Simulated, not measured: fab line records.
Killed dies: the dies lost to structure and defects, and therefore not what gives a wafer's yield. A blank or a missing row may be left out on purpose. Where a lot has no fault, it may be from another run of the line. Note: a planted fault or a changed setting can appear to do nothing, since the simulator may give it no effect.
Which tool is to blame? -- flow n5Finfet -- Sampling: 24 lots, 72 wafers, 6 of 1938 route steps

WHAT EACH GAUGE READ, for each wafer
N5_BEOL_M4_RS_MEAS_58: uses a four-point probe to measure.
lot,measured,on,M4_RS (ohm/sq)
L074,day 8 01:50,filmMetro-01,0.65 0.69 0.68
L075,day 8 02:12,filmMetro-02,0.59 0.68 0.61
L077,day 8 19:46,filmMetro-01,0.58 0.66 0.61
L078,day 8 22:28,filmMetro-01,0.65 0.66 0.63
L076,day 8 22:47,filmMetro-02,0.68 0.75 0.68
L079,day 9 00:56,filmMetro-01,0.66 0.63 0.63
L081,day 9 06:13,filmMetro-02,0.71 0.72 0.70
L080,day 9 08:28,filmMetro-02,0.67 0.73 0.67
L082,day 9 20:38,filmMetro-02,0.64 0.67 0.68
L083,day 10 00:44,filmMetro-01,0.65 0.66 0.65
L084,day 10 10:10,filmMetro-02,0.65 0.68 0.68
L085,day 10 18:46,filmMetro-02,0.65 0.66 0.62
L087,day 11 02:28,filmMetro-01,0.64 0.64 0.57
L088,day 11 06:03,filmMetro-01,0.66 0.72 0.66
L086,day 11 07:38,filmMetro-02,0.59 0.62 0.63
L089,day 11 15:57,filmMetro-02,0.59 0.62 0.63
L090,day 11 20:50,filmMetro-01,0.64 0.65 0.63
L091,day 12 01:35,filmMetro-01,0.63 0.62 0.62
L093,day 12 12:10,filmMetro-01,0.72 0.71 0.70
L092,day 12 16:42,filmMetro-01,0.63 0.65 0.70
L094,day 13 04:55,filmMetro-01,0.65 0.66 0.64
L096,day 13 06:46,filmMetro-01,0.64 0.69 0.66
L095,day 13 07:19,filmMetro-02,0.65 0.66 0.66
L097,day 13 09:46,filmMetro-02,0.65 0.65 0.66

N5_BEOL_M4_INSPECT_59: inspects for defects (darkfield).
lot,measured,on,rawDefectCount
L074,day 8 01:52,defectInspect-01,45 53 62
L075,day 8 02:14,defectInspect-02,44 59 76
L077,day 8 19:47,defectInspect-02,87 53 47
L078,day 8 22:29,defectInspect-01,72 55 80
L076,day 8 22:49,defectInspect-01,33 70 72
L079,day 9 00:58,defectInspect-01,52 53 38
L081,day 9 06:14,defectInspect-01,54 56 53
L080,day 9 08:29,defectInspect-01,115 92 79
L082,day 9 20:39,defectInspect-01,40 46 42
L083,day 10 00:46,defectInspect-02,68 82 46
L084,day 10 10:11,defectInspect-02,78 97 97
L085,day 10 18:48,defectInspect-02,46 58 41
L087,day 11 02:29,defectInspect-02,85 81 79
L088,day 11 06:04,defectInspect-01,56 51 54
L086,day 11 07:40,defectInspect-01,72 34 58
L089,day 11 15:59,defectInspect-02,61 71 78
L090,day 11 20:52,defectInspect-01,67 75 84
L091,day 12 01:37,defectInspect-01,73 64 48
L093,day 12 12:11,defectInspect-01,63 54 65
L092,day 12 16:43,defectInspect-02,67 57 99
L094,day 13 04:57,defectInspect-01,80 66 61
L096,day 13 06:47,defectInspect-01,52 86 60
L095,day 13 07:20,defectInspect-01,138 49 90
L097,day 13 09:47,defectInspect-02,43 39 59

N5_BEOL_M5_OVL_MEAS_12.
lot,measured,on,M5_OVL (nm)
L074,day 8 06:13,overlay-02,0.1 -0.2 0.0
L075,day 8 06:07,overlay-01,-0.3 -0.1 -0.5
L077,day 8 22:26,overlay-02,0.2 -0.4 1.2
L078,day 9 00:47,overlay-01,-0.7 -0.4 0.0
L076,day 9 03:04,overlay-01,0.4 -0.7 -0.1
L079,day 9 03:38,overlay-01,-0.2 -0.2 0.8
L081,day 9 09:10,overlay-02,0.3 -1.1 -0.1
L080,day 9 13:37,overlay-02,-1.5 -0.2 -1.0
L082,day 9 23:40,overlay-02,0.7 -1.0 -1.0
L083,day 10 03:06,overlay-02,0.0 -0.6 0.2
L084,day 10 13:19,overlay-01,-0.8 -1.4 0.3
L085,day 10 22:50,overlay-02,-0.6 0.4 -0.2
L087,day 11 05:44,overlay-02,-0.4 -0.6 -0.1
L088,day 11 08:44,overlay-01,-1.4 0.2 -0.3
L086,day 11 10:25,overlay-02,0.0 -0.3 -1.0
L089,day 11 18:38,overlay-02,0.5 -0.1 0.2
L090,day 11 23:14,overlay-02,-0.5 -0.2 0.0
L091,day 12 05:13,overlay-01,-1.3 -1.1 -0.8
L093,day 12 16:31,overlay-02,-0.9 0.0 -0.4
L092,day 12 19:32,overlay-02,-0.6 0.3 0.8
L094,day 13 09:32,overlay-02,0.3 0.7 0.1
L096,day 13 09:44,overlay-02,0.6 0.6 0.6
L095,day 13 10:13,overlay-02,0.2 0.9 0.8
L097,day 13 11:55,overlay-01,-1.1 -0.2 -0.1

N5_BEOL_M5_INSPECT_13: inspects for defects (brightfield).
lot,measured,on,rawDefectCount
L074,day 8 06:16,defectInspect-02,329 275 474
L075,day 8 06:10,defectInspect-02,329 374 459
L077,day 8 22:29,defectInspect-02,397 408 349
L078,day 9 00:50,defectInspect-01,285 248 439
L076,day 9 03:07,defectInspect-01,268 332 402
L079,day 9 03:41,defectInspect-01,326 293 349
L081,day 9 09:13,defectInspect-01,525 374 351
L080,day 9 13:40,defectInspect-01,592 458 559
L082,day 9 23:52,defectInspect-02,371 476 398
L083,day 10 03:10,defectInspect-02,419 368 281
L084,day 10 13:22,defectInspect-02,421 507 453
L085,day 10 22:53,defectInspect-02,421 349 367
L087,day 11 05:47,defectInspect-02,562 468 462
L088,day 11 08:48,defectInspect-02,365 448 415
L086,day 11 10:28,defectInspect-02,527 563 530
L089,day 11 18:42,defectInspect-01,352 328 347
L090,day 11 23:17,defectInspect-01,323 345 261
L091,day 12 05:16,defectInspect-01,511 368 454
L093,day 12 16:35,defectInspect-01,328 395 437
L092,day 12 19:35,defectInspect-02,423 523 498
L094,day 13 09:36,defectInspect-02,714 540 514
L096,day 13 09:48,defectInspect-01,304 424 266
L095,day 13 10:16,defectInspect-01,429 372 509
L097,day 13 11:59,defectInspect-01,237 216 226

TOOL THAT RAN EACH LOT (tool first, then ch and the chambers of the sampled wafers, then the start)
lot,N5_BEOL_M4_ALD_84,N5_BEOL_M5_CURE_79
L074,"aldMetal-01 ch 0,1,2, day 7 22:31","uvCure-02 ch 1, day 8 03:05"
L075,"aldMetal-02 ch 0,2,3, day 7 22:43","uvCure-01 ch 0, day 8 03:16"
L077,"aldMetal-01 ch 2,3, day 8 16:16","uvCure-02 ch 1, day 8 20:55"
L078,"aldMetal-02 ch 0,1,3, day 8 19:08","uvCure-02 ch 0, day 8 23:37"
L076,"aldMetal-04 ch 0,1,3, day 8 19:19","uvCure-02 ch 1, day 9 00:05"
L079,"aldMetal-04 ch 1,2, day 8 21:16","uvCure-01 ch 1, day 9 02:01"
L081,"aldMetal-04 ch 0,1,3, day 9 02:49","uvCure-02 ch 1, day 9 07:22"
L080,"aldMetal-01 ch 0,3, day 9 03:53","uvCure-02 ch 1, day 9 09:37"
L082,"aldMetal-02 ch 1,2,3, day 9 17:04","uvCure-03 ch 0, day 9 21:56"
L083,"aldMetal-01 ch 0,2,3, day 9 20:32","uvCure-03 ch 1, day 10 01:50"
L084,"aldMetal-04 ch 2,3, day 10 05:20","uvCure-03 ch 1, day 10 11:27"
L085,"aldMetal-01 ch 0,3, day 10 15:14","uvCure-03 ch 2, day 10 20:05"
L087,"aldMetal-02 ch 0,1,3, day 10 23:05","uvCure-01 ch 0, day 11 03:37"
L088,"aldMetal-01 ch 0,3, day 11 02:25","uvCure-03 ch 1, day 11 07:07"
L086,"aldMetal-01 ch 0,1,3, day 11 02:53","uvCure-01 ch 1, day 11 08:43"
L089,"aldMetal-02 ch 1,2,3, day 11 10:56","uvCure-03 ch 0, day 11 17:02"
L090,"aldMetal-01 ch 2,3, day 11 17:28","uvCure-02 ch 0, day 11 22:04"
L091,"aldMetal-04 ch 0,1,3, day 11 22:11","uvCure-01 ch 0, day 12 02:47"
L093,"aldMetal-04 ch 0,2,3, day 12 08:42","uvCure-03 ch 2, day 12 13:14"
L092,"aldMetal-02 ch 0,1,3, day 12 13:17","uvCure-03 ch 0, day 12 17:46"
L094,"aldMetal-02 ch 0,1, day 13 01:32","uvCure-02 ch 1, day 13 06:00"
L096,"aldMetal-04 ch 0,2, day 13 01:44","uvCure-01 ch 0, day 13 07:50"
L095,"aldMetal-02 ch 0,3, day 13 01:47","uvCure-01 ch 0, day 13 08:28"
L097,"aldMetal-02 ch 1,3, day 13 06:17","uvCure-01 ch 2, day 13 10:56"
- N5_BEOL_M4_ALD_84: deposits TaN, pulse time 2 s, purge time 3 s, co reactant purge time 2 s.
- N5_BEOL_M5_CURE_79: cures SiCOH lowk, time 240 s.

WHAT THE TOOLS THEMSELVES READ (means of the sampled wafers that have a number; where no wafer has one, the mark that the record gives instead)
N5_BEOL_M4_ALD_84.
lot,tool,heaterPowerOuterW (W),heaterPowerW (W),susceptorTempC (C)
L074,aldMetal-01,235,410,274.90
L075,aldMetal-02,229,396,275.05
L077,aldMetal-01,217,400,274.97
L078,aldMetal-02,231,408,275.19
L076,aldMetal-04,229,410,275.00
L079,aldMetal-04,232,410,274.83
L081,aldMetal-04,228,412,274.94
L080,aldMetal-01,237,426,275.13
L082,aldMetal-02,235,402,274.98
L083,aldMetal-01,228,416,275.01
L084,aldMetal-04,215,387,275.02
L085,aldMetal-01,234,427,274.99
L087,aldMetal-02,233,403,274.98
L088,aldMetal-01,236,426,275.09
L086,aldMetal-01,235,418,275.10
L089,aldMetal-02,231,402,275.00
L090,aldMetal-01,219,412,275.11
L091,aldMetal-04,225,413,274.99
L093,aldMetal-04,215,393,274.95
L092,aldMetal-02,235,405,274.96
L094,aldMetal-02,230,401,274.99
L096,aldMetal-04,212,382,274.99
L095,aldMetal-02,229,397,275.35
L097,aldMetal-02,240,406,274.80

N5_BEOL_M5_CURE_79.
lot,tool,lampPowerPct (%),wafer_temp_C_max
L074,uvCure-02,52.30,386.6
L075,uvCure-01,52.27,387.0
L077,uvCure-02,52.32,387.0
L078,uvCure-02,52.30,387.2
L076,uvCure-02,52.32,386.6
L079,uvCure-01,52.31,386.5
L081,uvCure-02,52.34,386.8
L080,uvCure-02,52.26,386.7
L082,uvCure-03,52.30,386.0
L083,uvCure-03,52.29,387.2
L084,uvCure-03,52.31,387.5
L085,uvCure-03,52.36,387.2
L087,uvCure-01,52.32,386.9
L088,uvCure-03,52.37,387.5
L086,uvCure-01,52.33,386.0
L089,uvCure-03,52.28,385.6
L090,uvCure-02,52.33,387.2
L091,uvCure-01,52.29,387.0
L093,uvCure-03,52.26,386.7
L092,uvCure-03,52.37,386.1
L094,uvCure-02,52.35,386.6
L096,uvCure-01,52.27,387.0
L095,uvCure-01,52.33,387.1
L097,uvCure-01,52.33,386.5

THE ANSWER, worked out from the rows above alone
Rule: what is usual is taken from the lots themselves. Put in order of their means at a reading, lots are off if they are a third of the lots or fewer, leave a main group of 4 or more, and stand apart from it by a gap of 3 or more times the standard deviation of the main group's means; of several such gaps the widest counts. A main group is skipped when, at the precision printed for the reading in the tables above, its means are all equal. Also off: a lot with no number at a reading for which 4 or more lots have one. Where the step has rows for the other lots, those lots are counted as sound. First the gauges in route order, then the tools' own readings, where a lot's mean is used as printed above. The first step at which some lot is off is used, and at that step the reading that is off furthest; a lot without a number counts as furthest.
Across all readings shown, no lot is off: no conclusion can be drawn from this.

WHAT THE SIMULATOR HAD PUT IN
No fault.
